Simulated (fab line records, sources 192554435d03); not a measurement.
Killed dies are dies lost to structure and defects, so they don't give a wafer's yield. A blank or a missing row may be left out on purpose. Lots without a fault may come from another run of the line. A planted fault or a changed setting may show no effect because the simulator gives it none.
Split-lot experiment | flow n5_finfet | 7 lots, 21 wafers read, on a route of 1938 steps

THE SPLIT
At N5_BEOL_M1_COAT_05 (resist thk 30 nm), the setting spin_rpm was moved away from the recipe's 1500 rpm on 5 of the 21 wafers read, by -10.8% to +8.6%. The other wafers ran this setting at the recipe's value.

FROM THE SPLIT TO THE READING: what the file shows between them, 2 steps
- N5_BEOL_M1_EBR_07
- N5_BEOL_M1_SOFTBAKE_06: time 60 s

THE READING
CAR-EUV_of_BEOL_M1_COAT_05.thk_nm (the simulator's own value, which no gauge read), in nm, at N5_BEOL_M1_DESCUM_16 (chemistry O2, time 7 s). The file gives no usual value for it. The 16 wafers here that ran the recipe average 26.0 nm, standard deviation 0.066 nm.

wafer  | tool, chamber at the split | spin_rpm as run, rpm | against the recipe | CAR-EUV_of_BEOL_M1_COAT_05.thk_nm, nm | against lot-mates on the recipe
L075.1 | litho_track-02, 0          | 1500                 | recipe             | 26                                    | -
L075.2 | litho_track-02, 0          | 1500                 | recipe             | 26                                    | -
L075.3 | litho_track-02, 0          | 1500                 | recipe             | 26                                    | -
L076.4 | litho_track-02, 0          | 1500                 | recipe             | 26.2                                  | -
L076.5 | litho_track-02, 0          | 1500                 | recipe             | 26                                    | -
L076.6 | litho_track-02, 0          | 1629                 | +8.6%              | 24.8                                  | -1.3
L077.1 | litho_track-04, 0          | 1599                 | +6.6%              | 25                                    | -1.0
L077.3 | litho_track-04, 0          | 1599                 | +6.6%              | 25.2                                  | -0.8
L077.6 | litho_track-04, 0          | 1500                 | recipe             | 26                                    | -
L080.1 | litho_track-04, 0          | 1500                 | recipe             | 26                                    | -
L080.5 | litho_track-04, 0          | 1500                 | recipe             | 26                                    | -
L080.2 | litho_track-04, 0          | 1500                 | recipe             | 26.2                                  | -
L082.3 | litho_track-04, 0          | 1500                 | recipe             | 26                                    | -
L082.4 | litho_track-04, 0          | 1500                 | recipe             | 26                                    | -
L082.6 | litho_track-04, 0          | 1500                 | recipe             | 26                                    | -
L087.1 | litho_track-02, 0          | 1457                 | -2.9%              | 26.6                                  | +0.6
L087.4 | litho_track-02, 0          | 1500                 | recipe             | 26                                    | -
L087.5 | litho_track-02, 0          | 1500                 | recipe             | 26                                    | -
L095.1 | litho_track-03, 0          | 1500                 | recipe             | 26                                    | -
L095.6 | litho_track-03, 0          | 1500                 | recipe             | 26                                    | -
L095.3 | litho_track-03, 0          | 1338                 | -10.8%             | 27.8                                  | +1.8

THE FIT
A straight line over all 21 wafers: CAR-EUV_of_BEOL_M1_COAT_05.thk_nm changes by -0.153 nm for each +1% of spin_rpm; r = -0.99; the points scatter about the line by 0.084 nm.
The same after taking each lot's own level away (the mean of its wafers on the recipe; 21 wafers): -0.155 nm for each +1%; r = -0.99; scatter 0.08 nm.
On that fit, the largest move of spin_rpm shifts the reading by 1.7 nm.
The lots' own levels span 26.00 to 26.10 nm, that is 1.5 times the standard deviation above.
So the lot-to-lot level changes the slope little: the two slopes agree.
Check: with one of the wafers moved furthest among these (-10.8%) left out of the fit, the line predicts +1.61 nm for it against its lot-mates. It came out at +1.8 nm against them.

OTHER SPLITS ON THESE WAFERS
These wafers also went through other splits before the reading. Each is held against what the fit with the lots' levels taken away leaves over:
other split on the same wafers        | wafers away from the commonest value | r with CAR-EUV_of_BEOL_M1_COAT_05.thk_nm (lot level and that fit taken away)
N5_HKMG_FIN_EXPOSE_09 dose_mj         | 7                                    | -0.11
N5_HKMG_FIN_ETCH_35 source_w          | 7                                    | +0.27
N5_MOL_CONTACT_COAG_COAT_103 spin_rpm | 6                                    | -0.18
N5_MOL_CONTACT_COAG_COAT_02 spin_rpm  | 6                                    | -0.10
N5_MOL_CONTACT_COAG_ETCH_105 bias_w   | 11                                   | -0.43
N5_MOL_CONTACT_COAG_ETCH_106 source_w | 9                                    | +0.10
N5_BEOL_M0_SAQP_PECVD_03 time_s       | 6                                    | +0.11
N5_BEOL_M0_SAQP_EXPOSE_11 dose_mj     | 11                                   | -0.37

THE WHOLE CHAIN: every reading that the file lists as answering this split, in the file's order
step                 | what it does           | reading                                                                            | change (the file's fit)               | r (the file's)
N5_BEOL_M1_COAT_05   | resist thk 30 nm       | CAR-EUV_of_BEOL_M1_COAT_05.thk_nm (the simulator's own value, which no gauge read) | -0.155 nm for each +1% of the setting | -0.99
N5_BEOL_M1_DESCUM_16 | chemistry O2, time 7 s | CAR-EUV_of_BEOL_M1_COAT_05.thk_nm (the simulator's own value, which no gauge read) | -0.158 nm for each +1% of the setting | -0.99

THE FILE'S OWN FIT
CAR-EUV_of_BEOL_M1_COAT_05.thk_nm changes by -0.158 nm for each +1% of spin_rpm, r = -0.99.
